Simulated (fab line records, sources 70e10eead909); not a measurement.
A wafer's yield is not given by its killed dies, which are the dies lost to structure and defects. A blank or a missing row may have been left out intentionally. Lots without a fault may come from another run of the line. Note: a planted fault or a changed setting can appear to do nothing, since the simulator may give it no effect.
fab line records	flow nandHarc
[record] lots = 13	wafers = 39	lastDay = 23
route steps=1159 shown A_SGD_CUT@765 THIN_TSV@1118 END@1159
lots that met no fault: from a run of the same line without faults
startH: start of the lot's first displayed wafer, in hours after the record's first day	waitH: hours from the lot's prior step to this one	" same as the row above	L1.1+2: a single row standing in for several wafers	- no value, or no start was given	* or withheld: withheld	< > ~ a bound
route shown NAME@n: names a module that has steps shown in the file, with the first one's number in the route	usual: mean/standard deviation of fault-free wafers	same: alike in all rows	chamber/n: place in a boat	sites: readings site by site	_std_site: their standard deviation	_edge_site: the outer-site mean with the inner-site mean subtracted	radiusMm: how far each site lies from the wafer's centre	mask NAME#n: copy n	behind: the tool/chamber that last shaped the wafer	hold: cause of the lot's hold/its duration in hours/its outcome	device: the transistor (n, p or np) that didn't switch	end of line: tests run on the same wafers once the route is complete	a step without rows: its recipe alone	killed: count of dies lost to structure and defects at first sort (not the wafer's yield)	map: the dies of a wafer, with x for killed, . for not killed, _ for no die there
set.NAME: setting as actually run; set.NAME@STEP: the setting as run at that earlier step	model.NAME: the simulator's own value behind a step, which no gauge read
a sample of lots followed through the steps of the route, with each step as a table and each wafer as a row
services: when a tool's chamber went out of use (startH, in hours from the record's first day, below 0 if earlier), for how many hours, and the reason
[[steps]]
[step NHARC_A_SGD_CUT_ETCH_16]
[recipe] targetDepthA = 3105	timeS = 155.2	c4f8FlowSccm = withheld	o2FlowSccm = 8	arFlowSccm = withheld	rfW = 600	biasW = 800	chemistry = C4F8/O2/Ar
[usual] biasW = 799.4/2.5	oesProductAu = 0.971/0.021	rfVppV = 723/4.2
lot.wafer	tool	chamber	startH	waitH	biasW	oesProductAu	rfHoursCounterH	rfVppV
L359.4	rieDiel-04	3	312.49	-	797.2	0.977	1	726
L359.3	"	0	"	"	798.8	1.016	0	724
L359.2	"	2	"	"	797.5	0.966	1	722
L360.1	rieDiel-07	3	318.06	-	797.6	0.997	9	729
L360.2	"	0	"	"	800.2	0.981	9	718
L360.6	"	1	"	"	800.2	0.965	-	718
L363.1	rieDiel-04	1	343.63	-	803.2	0.943	3	722
L363.2	"	2	"	"	801.4	0.970	3	722
L363.5	"	0	"	"	793.7	1.002	-	721
L364.4	rieDiel-03	0	343.97	-	796.3	0.997	11	722
L364.2	"	1	"	"	800.7	0.969	9	721
L364.3	"	2	"	"	799.4	0.929	10	727
L365.4	rieDiel-03	2	358.70	-	798.7	0.952	12	727
L365.2	"	3	"	"	802.5	0.985	12	732
L365.5	"	1	"	"	801.2	0.969	-	721
L366.2	rieDiel-07	0	359.03	-	798.9	0.966	13	717
L366.5	"	0	"	"	795.8	0.951	-	718
L366.6	"	1	"	"	797.7	0.941	-	717
L368.1	rieDiel-07	0	365.04	-	794.2	0.982	13	719
L368.4	"	2	"	"	800.3	0.975	13	721
L368.2	"	3	"	"	803.9	0.964	13	729
L371.1	rieDiel-04	3	379.98	-	796.9	0.974	6	726
L371.4	"	2	"	"	798.8	0.974	6	722
L371.6	"	0	"	"	794.7	0.987	-	722
L369.2	rieDiel-07	3	380.34	-	800.4	0.990	15	728
L369.3	"	0	"	"	803.4	0.980	15	717
L369.1	"	1	"	"	801.1	0.974	15	716
L370.1	rieDiel-03	2	381.98	-	797.2	0.972	15	727
L370.3	"	1	"	"	801.2	0.981	14	722
L370.6	"	2	"	"	799.9	0.957	-	727
L372.4	rieDiel-07	2	390.34	-	801.9	0.965	16	722
L372.2	"	0	"	"	800.8	0.975	16	718
L372.1	"	1	"	"	800.4	0.951	16	714
L377.2	rieDiel-04	0	425.87	-	796.1	0.931	7	722
L377.3	"	1	"	"	802.1	0.956	9	722
L377.4	"	2	"	"	798.7	0.963	9	721
L381.4	rieDiel-04	1	439.71	-	802.0	0.965	10	722
L381.2	"	2	"	"	803.5	0.917	10	721
L381.5	"	0	"	"	795.2	1.004	-	724
[step NHARC_THIN_TSV_DESCUM_14]
[recipe] timeS = 3	o2FlowSccm = 200	arFlowSccm = 0	biasPowerW = 0	chemistry = O2
[usual] drypumpMotorCurrentA = 5.7/0.4	oesProductAu = 0.999/0.019	rfVppV = 57.8/0.87	showerheadPlenumPTorr = 1.90/0.073	throttleValvePct = 11.312/0.009
lot.wafer	tool	chamber	startH	waitH	drypumpMotorCurrentA	oesProductAu	rfHoursCounterH	rfVppV	showerheadPlenumPTorr	throttleValvePct
L359.3	rieDiel-12	2	432.69	-	5.1	1.021	2	57.7	1.86	11.320
L359.2	"	0	"	"	5.1	1.027	2	58.0	2.03	11.299
L359.4	"	1	"	"	6.2	1.021	2	58.2	1.92	11.291
L360.1	rieDiel-07	2	433.90	-	5.8	1.002	2	56.2	1.89	11.307
L360.2	"	3	"	"	5.6	1.011	2	56.8	2.01	11.302
L360.6	"	2	"	"	5.8	0.994	-	57.7	1.89	11.309
L364.2	rieDiel-04	2	460.34	-	5.2	0.989	12	58.3	1.87	11.317
L364.3	"	0	"	"	5.6	1.019	10	58.6	1.90	11.329
L364.4	"	1	"	"	6.1	0.987	12	58.9	1.90	11.299
L366.2	rieDiel-12	1	468.87	-	6.2	1.023	4	57.7	1.92	11.305
L366.5	"	3	"	"	5.6	0.979	-	58.2	1.86	11.313
L366.6	"	0	"	"	5.1	1.036	-	58.2	2.03	11.298
L363.1	rieDiel-12	2	470.04	-	5.1	1.021	4	58.7	1.86	11.302
L363.2	"	3	"	"	5.6	0.982	4	57.2	1.86	11.314
L363.5	"	2	"	"	5.1	1.017	-	58.0	1.86	11.317
L365.2	rieDiel-07	1	471.25	-	6.2	0.980	8	58.0	1.77	11.313
L365.4	"	2	"	"	5.8	0.984	7	57.3	1.89	11.313
L365.5	"	3	"	"	5.6	1.003	-	58.8	2.01	11.313
L368.2	rieDiel-07	1	476.82	-	6.1	0.993	9	57.5	1.77	11.309
L368.1	"	3	"	"	5.6	1.004	7	59.3	2.01	11.300
L368.4	"	0	"	"	6.2	1.004	8	56.5	1.80	11.303
L371.4	rieDiel-07	0	492.98	-	6.2	1.009	10	56.9	1.80	11.317
L371.1	"	1	"	"	6.1	0.991	11	58.3	1.77	11.293
L371.6	"	1	"	"	6.1	0.982	-	56.6	1.77	11.324
L369.2	rieDiel-04	3	494.33	-	5.8	0.976	1	57.0	1.95	11.324
L369.3	"	0	"	"	5.6	1.019	1	58.2	1.90	11.313
L369.1	"	1	"	"	6.1	0.972	1	58.5	1.89	11.310
L370.3	rieDiel-04	0	495.40	-	5.5	1.001	1	56.4	1.90	11.306
L370.1	"	3	"	"	5.8	0.976	1	58.2	1.95	11.325
L370.6	"	1	"	"	6.1	0.984	-	58.2	1.89	11.303
L372.4	rieDiel-04	1	498.06	-	6.1	0.983	2	56.7	1.89	11.306
L372.2	"	2	"	"	5.2	0.986	1	57.8	1.87	11.323
L372.1	"	0	"	"	5.5	1.001	2	58.2	1.90	11.307
L377.3	rieDiel-04	3	535.13	-	5.8	0.979	5	57.8	1.94	11.296
L377.4	"	0	"	"	5.6	1.002	4	55.5	1.90	11.319
L381.4	rieDiel-07	0	541.62	-	6.2	1.002	15	57.3	1.79	11.306
L381.5	"	2	"	"	5.8	0.995	-	57.5	1.89	11.313
[step NHARC_THIN_TSV_PVD_19]
[recipe] targetThkA = 200	chamberPressurePa = 5	material = TaN
[usual] throttleValvePct = 29.5/0.81
lot.wafer	tool	chamber	startH	waitH	throttleValvePct
L359.3	pvdSputter-01	-	-	-	29.6
L359.4	"	-	"	"	30.1
L359.2	"	-	"	"	29.4
L360.1	pvdSputter-03	-	-	-	29.8
L360.2	"	-	"	"	29.5
L360.6	"	-	"	"	30.1
L364.3	pvdSputter-01	-	-	-	30.1
L364.4	"	-	"	"	29.9
L364.2	"	-	"	"	28.9
L366.2	pvdSputter-03	-	-	-	30.3
L366.6	"	-	"	"	29.2
L366.5	"	-	"	"	29.2
L363.2	pvdSputter-02	-	-	-	28.0
L363.1	"	-	"	"	28.3
L363.5	"	-	"	"	27.8
L365.4	pvdSputter-01	-	-	-	30.3
L365.2	"	-	"	"	29.2
L365.5	"	-	"	"	29.2
L368.4	pvdSputter-02	-	-	-	28.9
L368.1	"	-	"	"	30.6
L368.2	"	-	"	"	27.9
L371.1	pvdSputter-02	-	-	-	29.2
L371.4	"	-	"	"	31.1
L371.6	"	-	"	"	28.7
L369.1	pvdSputter-02	-	-	-	29.0
L369.2	"	-	"	"	30.8
L369.3	"	-	"	"	28.1
L370.3	pvdSputter-03	-	-	-	31.0
L370.1	"	-	"	"	29.1
L370.6	"	-	"	"	29.2
L372.2	pvdSputter-02	-	-	-	29.0
L372.4	"	-	"	"	30.6
L372.1	"	-	"	"	28.5
L377.4	pvdSputter-01	-	-	-	29.6
L377.3	"	-	"	"	28.9
L381.4	pvdSputter-01	-	-	-	30.0
L381.5	"	-	"	"	28.6
[step NHARC_THIN_TSV_CD_MEAS_37]
[usual] cdNm = 5000/3.8
lot.wafer	tool	chamber	startH	waitH	cdNm
L359.2	cdSem-03	-	440.26	-	4992
L359.3	"	-	"	"	4996
L359.4	"	-	"	"	4999
L360.1	cdSem-03	-	441.28	-	5000
L360.2	"	-	"	"	5003
L360.6	"	-	"	"	5002
L364.2	cdSem-02	-	468.16	-	5000
L364.3	"	-	"	"	5005
L364.4	"	-	"	"	5009
L366.2	cdSem-03	-	476.02	-	4997
L366.5	"	-	"	"	4996
L366.6	"	-	"	"	5006
L363.1	cdSem-02	-	477.55	-	5011
L363.2	"	-	"	"	5005
L363.5	"	-	"	"	5005
L365.2	cdSem-03	-	478.99	-	5000
L365.4	"	-	"	"	5001
L365.5	"	-	"	"	4999
L368.1	cdSem-01	-	484.47	-	4996
L368.2	"	-	"	"	4996
L368.4	"	-	"	"	4994
L371.1	cdSem-01	-	500.18	-	5001
L371.4	"	-	"	"	4994
L371.6	"	-	"	"	4996
L369.1	cdSem-03	-	501.73	-	5002
L369.2	"	-	"	"	5001
L369.3	"	-	"	"	4999
L370.1	cdSem-03	-	503.06	-	5002
L370.3	"	-	"	"	5000
L370.6	"	-	"	"	4998
L372.1	cdSem-02	-	505.27	-	4998
L372.2	"	-	"	"	5001
L372.4	"	-	"	"	4999
L377.3	cdSem-03	-	542.98	-	5005
L377.4	"	-	"	"	5008
L381.4	cdSem-02	-	549.64	-	4999
L381.5	"	-	"	"	5003
[step NHARC_END_SORT_01]
[recipe] tempC = 25
[usual] killedAtArray = 27/9.9	killedAtOther = 0.5/0.76	killedAtPeriphery = 3.4/2.2	killedDies = 31/10	killedOpen = 3.3/2	killedShort = 2.0/1.5
[same] grossDies = 677
lot.wafer	tool	chamber	startH	waitH	killedAtArray	killedAtOther	killedAtPeriphery	killedDies	killedOpen	killedShort
L377.2	prober-02	0	551.04	2.8	670	0	1	671	1	3
L377.3	prober-02	0	551.84	3.1	32	0	1	33	1	1
L377.4	prober-02	0	552.64	3.4	37	0	0	37	3	0
L381.2	prober-01	0	558.84	2.8	651	0	8	659	2	5
L381.4	prober-01	0	560.41	3.3	42	0	3	45	5	1
L381.5	prober-01	0	561.19	3.6	46	1	3	50	7	2
// killed by level:class
L377.2 A_SGD_CUT:areaEtch=629 A_CHANNEL_HOLE_D1:chamberFilmFlake=24 A_CONTACT:chamberFilmFlake=6 A_CHANNEL_FILL_D1:geometricParticle:short=3 A_CHANNEL_FILL_D1:chamberFilmFlake=3 A_WL_FILL:chamberFilmFlake=2 A_BLC:geometricParticle:open=1 P_STI:chamberFilmFlake=1
L377.3 A_CHANNEL_HOLE_D1:chamberFilmFlake=20 A_CONTACT:chamberFilmFlake=5 A_STAIRCASE:chamberFilmFlake=3 A_ONON_D1:geometricParticle:short=1 A_WL_FILL:geometricParticle:open=1 P_STI:chamberFilmFlake=1 A_ZERO_WELL:chamberFilmFlake=1 A_CHANNEL_FILL_D1:chamberFilmFlake=1
L377.4 A_CHANNEL_HOLE_D1:chamberFilmFlake=16 A_CONTACT:chamberFilmFlake=9 A_STAIRCASE:chamberFilmFlake=4 A_CHANNEL_FILL_D1:chamberFilmFlake=3 A_ONON_D1:geometricParticle:open=1 A_SGD_CUT:geometricParticle:open=1 A_M1:geometricParticle:open=1 A_ZERO_WELL:chamberFilmFlake=1
L381.2 A_SGD_CUT:areaEtch=619 A_SLIT:chamberFilmFlake=15 A_CHANNEL_HOLE_D1:chamberFilmFlake=8 P_GATE:chamberFilmFlake=5 A_CONTACT:chamberFilmFlake=3 A_WL_FILL:geometricParticle:short=2 P_M0:geometricParticle:short=1 P_M1:geometricParticle:open=1
L381.4 A_SLIT:chamberFilmFlake=17 A_CHANNEL_HOLE_D1:chamberFilmFlake=9 A_STAIRCASE:chamberFilmFlake=5 A_CONTACT:chamberFilmFlake=4 A_ZERO_WELL:chamberFilmFlake=2 P_GATE:geometricParticle:open=1 A_ONON_D1:geometricParticle:open=1 A_CHANNEL_FILL_D1:geometricParticle:short=1
L381.5 A_SLIT:chamberFilmFlake=19 A_CHANNEL_HOLE_D1:chamberFilmFlake=7 A_STAIRCASE:chamberFilmFlake=6 A_CONTACT:chamberFilmFlake=5 A_CONTACT:geometricParticle:open=2 P_CONTACT:geometricParticle:open=1 A_ONON_D1:geometricParticle:short=1 A_SGD_CUT:geometricParticle:open=1
[[services]]
tool	chamber	startH	hours	kind
rieDiel-04	-	288.90	9.0	pm
rieDiel-03	2	291.78	4.4	repair
rieDiel-03	-	292.47	2.1	repair
rieDiel-12	1	294.53	4.5	repair
pvdSputter-02	-	305.49	19.3	repair
rieDiel-03	1	328.69	3.5	repair
pvdSputter-01	-	336.20	10.0	pm
pvdSputter-02	-	341.50	0.7	repair
rieDiel-04	1	343.91	4.4	repair
pvdSputter-02	-	347.63	0.6	repair
rieDiel-12	3	348.14	4.3	repair
rieDiel-04	0	348.26	18.2	repair
rieDiel-12	0	355.24	14.2	repair
rieDiel-03	0	358.74	14.8	repair
rieDiel-03	-	377.83	2.6	repair
rieDiel-12	-	379.40	9.0	pm
pvdSputter-02	-	392.07	10.0	pm
pvdSputter-01	-	401.66	1.2	repair
rieDiel-07	-	405.20	9.0	pm
rieDiel-04	2	463.18	8.2	repair
rieDiel-04	-	465.90	9.0	pm
rieDiel-04	2	489.09	6.6	repair
pvdSputter-01	-	514.20	10.0	pm
rieDiel-07	3	521.70	19.2	repair
[[key]]
[firstSign] step = NHARC_END_SORT_01	reading = killedAtArray	direction = up	sigmas = 64	usual = 27	struck = 660
[effect] step = NHARC_END_SORT_01	reading = killedDies	direction = up	sigmas = 63	usual = 31	struck = 665
[moreKillsBornAt] NHARC_A_SGD_CUT_ETCH_16@rieDiel-04 = 1248
metAt NHARC_A_SGD_CUT_ETCH_16
struckLots L377,L381
struckWafers L377.2,L381.2
laterRowsLeftOut L377.2,L381.2
testerLeftOut L377,L381
notActingAt NHARC_THIN_TSV_DESCUM_14,NHARC_THIN_TSV_PVD_19,NHARC_THIN_TSV_CD_MEAS_37
onsetBetween 379.98 425.87
[fault] kind = processParameterDrift	tool = rieDiel-04	chamber = -	onsetH = 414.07	steps = NHARC_A_SGD_CUT_ETCH_16	channel = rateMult	offset = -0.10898	shape = step	endH = 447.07	scope = struckWafersOnly
// testerLeftOut: of these lots the tester's yield and bins aren't shown, on N5 and GAA mostly nor the transistor test; their killed dies are dies lost to structure and defects alone, not to doping, threshold or leakage, so they don't give the yield
// laterRowsLeftOut: the simulator's readings of these wafers behind a module that went badly wrong aren't trusted and aren't shown, but for the sort
